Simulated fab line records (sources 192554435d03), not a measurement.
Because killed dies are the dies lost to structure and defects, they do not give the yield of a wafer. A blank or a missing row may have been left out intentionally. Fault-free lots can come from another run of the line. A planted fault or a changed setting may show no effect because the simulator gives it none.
Comparing a struck lot with a sound one ; flow n5-finfet ; 36 steps out of a route of 1938
Sound: wafers L849.2, L849.3, L849.5. Struck: wafers L844.3, L844.6. (L844.1 of the same lot was not struck and is left out.) The cause comes at the end.
At each step with rows: each side's tool, then ch and its chambers, then its first start. Under that, the readings that differ: sound wafers ; struck wafers ; difference of the means ; sigmas: that difference in standard deviations of wafers without a fault.
alike: words and numbers the same on both sides, and readings whose means are apart by under 2 such deviations; not compared: readings that were withheld, readings missing a value for some wafer, numbers with overlapping values and no deviation given by the record, and bounds like >300 which may hide the same value.
The two part at a step that has a row with sigmas, a row that says differs or no value, or rows on one side only. When numbers do not overlap yet have no deviation, they are printed without sigmas and do not part them. A reading that every wafer of one side lacks parts them only if that side has two wafers or more.

first, 8 steps without rows for these wafers: N5_BEOL_M8_SPUTTER_48 (material Cu, target thk 10 nm, time 1.667 s); N5_BEOL_M8_ECD_50 (material Cu, target thk 300 nm); N5_BEOL_M8_ANNEAL_51 (time 90 s); N5_BEOL_M8_CMP_52 (polishes, stops on SiCOH lowk, t overpolish 6.9 s, target thk 80 nm); N5_BEOL_M8_PRE_CLEAN_55 (time 15 s); N5_BEOL_M8_DEP_56 (deposits SiCN from 3MS/NH3, target thk 10 nm, time 17.5 s); N5_BEOL_M9_ILD_DEP_00 (deposits SiCOH lowk from DEMS/porogen, target thk 308.51 nm, time 58 s); N5_BEOL_M9_CURE_71 (cures SiCOH lowk, time 240 s).
N5_BEOL_M9_PECVD_70: deposits SiO2 from TEOS/O2, target thk 20 nm, time 22.7 s.
  sound on pecvd-04 ch 0,1, day 18 07:46; struck on pecvd-02 ch 0,1, day 15 22:42
reading;sound;struck;difference;sigmas
model.SiO2_of_BEOL_M9_PECVD_70.thk-nm (nm);19.6 19.6 20.2;13 13.4;-7;
  alike: heater-power-w, showerhead-plenum-p-Torr, throttle-valve-pct
  not compared: since-wet-clean-h
then, 25 steps without rows for these wafers: N5_BEOL_M9_HM_DEP_02 (deposits TiN, target thk 20 nm); N5_BEOL_M9_COAT_59 (time 60 s, resist thk 100 nm); N5_BEOL_M9_COAT_60 (time 60 s, resist thk 30 nm); N5_BEOL_M9_COAT_05 (resist thk 90 nm); N5_BEOL_M9_EBR_07; N5_BEOL_M9_SOFTBAKE_06 (time 60 s); N5_BEOL_M9_EXPOSE_08 (exposes mask M9); N5_BEOL_M9_PEB_09 (peb time 60 s); N5_BEOL_M9_DEVELOP_10 (develop time 30 s); N5_BEOL_M9_DESCUM_16 (chemistry O2, time 7.9 s); N5_BEOL_M9_ETCH_61 (etches SiARC in CF4, target depth 39 nm, time 65 s); N5_BEOL_M9_ETCH_62 (etches SOC in N2/H2, target depth 110 nm, overetch 22 nm, time 165 s); N5_BEOL_M9_STRIP_68 (strips in N2/H2); N5_BEOL_M9_STRIP_67 (strips in CF4); N5_BEOL_M9_HM_OPEN_17 (chemistry Cl2/BCl3, target TiN, target depth 20 nm, overetch 6 nm); N5_BEOL_M9_STRIP_19 (strips in O2); N5_BEOL_M9_COAT_63 (time 60 s, resist thk 60 nm); N5_BEOL_M9_COAT_64 (time 60 s, resist thk 12 nm); N5_BEOL_M9_COAT_75 (time 60 s, resist thk 5 nm); N5_BEOL_M9_COAT_22 (resist thk 30 nm); N5_BEOL_M9_EBR_24; N5_BEOL_M9_SOFTBAKE_23 (time 60 s); N5_BEOL_M9_EXPOSE_25 (exposes mask V8); N5_BEOL_M9_PEB_26 (peb time 60 s); N5_BEOL_M9_DEVELOP_27 (develop time 30 s).
N5_BEOL_M9_HM_STRIP_39: strips TiN in peroxide tin strip, target depth 25 nm, time 158 s.
  sound on wet-bench-06 ch 1,3,7, day 18 16:35; struck on wet-bench-03 ch 1,5, day 16 03:04
reading;sound;struck;difference;sigmas
model.SiO2_of_BEOL_M9_PECVD_70.thk-nm (nm);19.4 19.6 20;13 13.2;-7;
  alike: temp-c
N5_BEOL_M9_CMP_52: polishes, stops on SiCOH lowk, t overpolish 7 s, target thk 140 nm.
  sound on cmp-01 ch 0,1, day 18 18:31; struck on cmp-01 ch 1,3, day 16 05:08
reading;sound;struck;difference;sigmas
barrier-field-endpoint-s (s);28.7 28.4 29.5;19.5 20.5;-8.9;-13
  alike: clearing-platen-rpm, head-pressure-psi, motor-current-A

== WHERE THEY PART ==
Only at N5_BEOL_M9_CMP_52, as far as this record shows.

WHY: what had been put in by the simulator
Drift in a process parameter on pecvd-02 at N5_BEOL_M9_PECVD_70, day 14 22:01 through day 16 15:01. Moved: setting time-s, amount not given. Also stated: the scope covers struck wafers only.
